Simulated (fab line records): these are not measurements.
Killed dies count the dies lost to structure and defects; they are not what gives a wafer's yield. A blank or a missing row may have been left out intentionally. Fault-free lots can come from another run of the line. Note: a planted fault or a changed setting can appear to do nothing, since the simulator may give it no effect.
A lot that was struck, set against a sound lot || flow n5-finfet || 15 steps out of a route of 1938
Sound: wafers L114.2, L114.3. Struck: wafers L100.1, L100.5. The cause is given at the end.
Per side, at each step with rows, come the tool, then ch with its chambers, and then its first start. Under that, the readings that differ: sound wafers || struck wafers || difference of the means || sigmas: that difference in standard deviations of wafers without a fault.
alike: words and numbers the same on both sides, and readings whose means are apart by under 2 such deviations; not compared: readings that were withheld, readings missing a value for some wafer, numbers with overlapping values and no deviation given by the record, and bounds like >300 which may hide the same value.
Wherever a step has rows on one side only, a row that says differs or no value, or a row with sigmas, the two part there. Numbers that don't overlap but have no deviation are shown without sigmas and don't part them. Lack of a reading on every wafer of one side parts them only where that side has two or more wafers.

first, 7 steps without rows for these wafers: N5_BEOL_M6_COAT_60 (time 60 s, resist thk 35 nm); N5_BEOL_M6_COAT_05 (resist thk 90 nm); N5_BEOL_M6_EBR_07; N5_BEOL_M6_SOFTBAKE_06 (time 60 s); N5_BEOL_M6_EXPOSE_08 (exposes mask M6); N5_BEOL_M6_PEB_09 (peb time 60 s); N5_BEOL_M6_DEVELOP_10 (develop time 30 s).
N5_BEOL_M6_CD_MEAS_11 targets a cd of 38.5 nm.
  sound on cd-sem-03 ch 0, day 16 02:27; struck on cd-sem-02 ch 0, day 13 07:01
  alike: cd-nm
N5_BEOL_M6_OVL_MEAS_12:
  sound on overlay-01 ch 0, day 16 02:29; struck on overlay-02 ch 0, day 13 07:03
  alike: M6_OVL
N5_BEOL_M6_INSPECT_13: inspects for defects (brightfield).
  struck on defect-inspect-01, day 13 07:05; sound on defect-inspect-01, day 16 02:30
  alike: raw-defect-count
N5_BEOL_M6_DESCUM_16: chemistry O2, time 7.9 s.
  sound on rie-diel-04 ch 0,1, day 16 02:32; struck on rie-diel-01 ch 2,3, day 13 07:35
{"reading": "oes-product-au (a.u.)", "sound": "0.88 0.86", "struck": "0.70 0.72", "difference": -0.16, "sigmas": -2}
  alike: drypump-motor-current-A, rf-vpp-V, showerhead-plenum-p-Torr, throttle-valve-pct
  not compared: rf-hours-counter-h
N5_BEOL_M6_ETCH_61: etches SiARC in CF4, target depth 45.5 nm, time 75.8 s.
  sound on rie-diel-04 ch 0,1, day 16 02:34; struck on rie-diel-01 ch 2,3, day 13 07:38
{"reading": "oes-product-au (a.u.)", "sound": "0.76 0.71", "struck": "0.60 0.59", "difference": -0.14, "sigmas": -2}
  alike: drypump-motor-current-A, etch-rf-on-time-s, rf-vpp-V, showerhead-plenum-p-Torr, throttle-valve-pct
  not compared: rf-hours-counter-h
N5_BEOL_M6_ETCH_62: etches SOC in N2/H2, target depth 110 nm, overetch 22 nm, time 165 s.
  sound on rie-diel-04 ch 0,1, day 16 02:38; struck on rie-diel-01 ch 2,3, day 13 07:41
{"reading": "oes-product-au (a.u.)", "sound": "0.74 0.72", "struck": "0.59 0.60", "difference": -0.14, "sigmas": -2}
{"reading": "model.SiARC_of_BEOL_M6_COAT_60.thk-nm (nm)", "sound": "28.6 28.6", "struck": "24 24.6", "difference": -4, "sigmas": ""}
  alike: drypump-motor-current-A, n2-flow-sccm, rf-vpp-V, showerhead-plenum-p-Torr, throttle-valve-pct
  not compared: rf-hours-counter-h
then, 1 step without rows for these wafers: N5_BEOL_M6_STRIP_68 (strips in N2/H2).
-- here the record skips 4 days between the struck wafers' starts before and after, leaving off in module BEOL_M6 and picking up in module PASSIVATION (first step shown: number 1936 of the route) --
N5_PASSIVATION_PROBE_49:
  record: rows for the struck wafers here (prober-01, day 17 08:16), none for the sound ones

WHERE THEY PART
First at N5_BEOL_M6_DESCUM_16; last, within this record, at N5_PASSIVATION_PROBE_49.

WHY: what the simulator had put in
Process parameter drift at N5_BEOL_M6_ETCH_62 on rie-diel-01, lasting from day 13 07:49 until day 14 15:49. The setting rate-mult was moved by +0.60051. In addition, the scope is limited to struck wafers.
